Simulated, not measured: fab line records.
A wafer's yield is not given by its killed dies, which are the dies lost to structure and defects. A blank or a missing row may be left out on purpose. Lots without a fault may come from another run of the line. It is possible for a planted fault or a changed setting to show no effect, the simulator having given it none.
Split-lot trial    flow n5_finfet    on a route of 1938 steps: 7 lots, 21 wafers read

## THE SPLIT ITSELF
At N5_BEOL_M12_TRENCH_ETCH_34 (etches SiOC in C4F8/O2/Ar, target depth 318.95 nm, time 125.5 s), the setting time_s was moved away from the recipe's 125.5 s on 6 of the 21 wafers read, by -8.1% to +10.4%. For the rest of the wafers, this setting stayed at what the recipe calls for.

## FROM THE SPLIT TO THE READING: what the file shows between them, 10 steps
- N5_BEOL_M12_STRIP_70: strips in C4F8/O2/Ar
- N5_BEOL_M12_OCD_MEAS_35
- N5_BEOL_M12_SPUTTER_43: material TaN, target thk 15 nm, time 24.19 s (also split here: power_w)
- N5_BEOL_M12_SPUTTER_44: material Ta, target thk 10 nm, time 16.13 s
- N5_BEOL_M12_SPUTTER_45: material Cu, target thk 80 nm, time 13.33 s
- N5_BEOL_M12_ECD_47: material Cu, target thk 720 nm
- N5_BEOL_M12_ANNEAL_48: time 90 s
- N5_BEOL_M12_CMP_49: polishes, stops on SiOC, t overpolish 20.6 s, target thk 320 nm
- N5_BEOL_M12_PRE_CLEAN_52: time 15 s
- N5_BEOL_M12_DEP_53: deposits SiCN from 3MS/NH3, target thk 30 nm, time 10.5 s

## THE READING
Measured at N5_BEOL_M12_RS_MEAS_54 by four-point probe: M12_RS, in ohm/sq. Typical for fault-free wafers on this fab line: 0.0595 ohm/sq, with standard deviation 0.0012 ohm/sq.

wafer   tool, chamber at the split  time_s as run, s  against the recipe  M12_RS, ohm/sq  against lot-mates on the recipe
L077.2  rie_diel-04, 2              125.5             recipe              0.0588          -
L077.4  rie_diel-04, 0              125.5             recipe              0.0609          -
L077.5  rie_diel-04, 1              125.5             recipe              0.0596          -
L079.2  rie_diel-01, 0              115.3             -8.1%               0.0693          +0.0075
L079.3  rie_diel-01, 2              125.5             recipe              0.0618          -
L079.6  rie_diel-01, 0              115.3             -8.1%               0.0682          +0.0064
L078.1  rie_diel-04, 0              125.5             recipe              0.0602          -
L078.2  rie_diel-04, 1              125.5             recipe              0.0601          -
L078.3  rie_diel-04, 3              125.5             recipe              0.0610          -
L081.3  rie_diel-01, 3              125.5             recipe              0.0601          -
L081.5  rie_diel-01, 2              138.5             +10.4%              0.0558          -0.0043
L081.6  rie_diel-01, 1              138.5             +10.4%              0.0536          -0.0065
L093.1  rie_diel-03, 0              125.5             recipe              0.0577          -
L093.3  rie_diel-03, 1              125.5             recipe              0.0584          -
L093.5  rie_diel-03, 2              125.5             recipe              0.0596          -
L096.1  rie_diel-03, 2              117               -6.8%               0.0647          +0.0049
L096.2  rie_diel-03, 1              117               -6.8%               0.0633          +0.0035
L096.5  rie_diel-03, 1              125.5             recipe              0.0598          -
L095.1  rie_diel-03, 0              125.5             recipe              0.0584          -
L095.2  rie_diel-03, 3              125.5             recipe              0.0582          -
L095.5  rie_diel-03, 3              125.5             recipe              0.0581          -

FIT RESULTS
A straight line over all 21 wafers: M12_RS changes by -0.000697 ohm/sq for each +1% of time_s; r = -0.89; the points scatter about the line by 0.0017 ohm/sq.
The same after taking each lot's own level away (the mean of its wafers on the recipe; 21 wafers): -0.000637 ohm/sq for each +1%; r = -0.96; scatter 0.00093 ohm/sq.
On that fit, the largest move of time_s shifts the reading by 0.0066 ohm/sq.
The lots' own levels span 0.05823 to 0.06180 ohm/sq, that is 3.0 times the standard deviation above.
Consequently the slope shifts little with the lot-to-lot level, the two slopes agreeing.
Check: -0.00726 ohm/sq against its lot-mates is what the line predicts for one of the wafers moved furthest among these (+10.4%) when that wafer is left out of the fit. Against them it came out at -0.0043 ohm/sq.

## OTHER SPLITS APPLIED TO THESE WAFERS
Before the reading, these wafers also passed through other splits. Each is held against what the fit with the lots' levels taken away leaves over:
other split on the same wafers  wafers away from the commonest value  r with M12_RS (lot level and that fit taken away)
N5_BEOL_M12_SPUTTER_43 power_w  11                                    +0.02

## THE WHOLE CHAIN: every reading that the file lists as answering this split, in the file's order
step                        what it does                                                     reading                                                                        change (the file's fit)                r (the file's)
N5_BEOL_M12_TRENCH_ETCH_34  etches SiOC in C4F8/O2/Ar, target depth 318.95 nm, time 125.5 s  etch.depth_nm (the simulator's own value, which no gauge read)                 +3.33 nm for each +1% of the setting   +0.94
N5_BEOL_M12_OCD_MEAS_35                                                                      trench_depth_nm                                                                +3.37 nm for each +1% of the setting   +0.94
N5_BEOL_M12_CMP_49          polishes, stops on SiOC, t overpolish 20.6 s, target thk 320 nm  Cu_of_BEOL_M12_ECD_47.thk_nm (the simulator's own value, which no gauge read)  +3.17 nm for each +1% of the setting   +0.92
N5_BEOL_M12_RS_MEAS_54      measures by four-point-probe                                     M12_RS                                                                         -0.000643 for each +1% of the setting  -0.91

## FILE'S OWN FIT
M12_RS changes by -0.000643 ohm/sq for each +1% of time_s, r = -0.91.
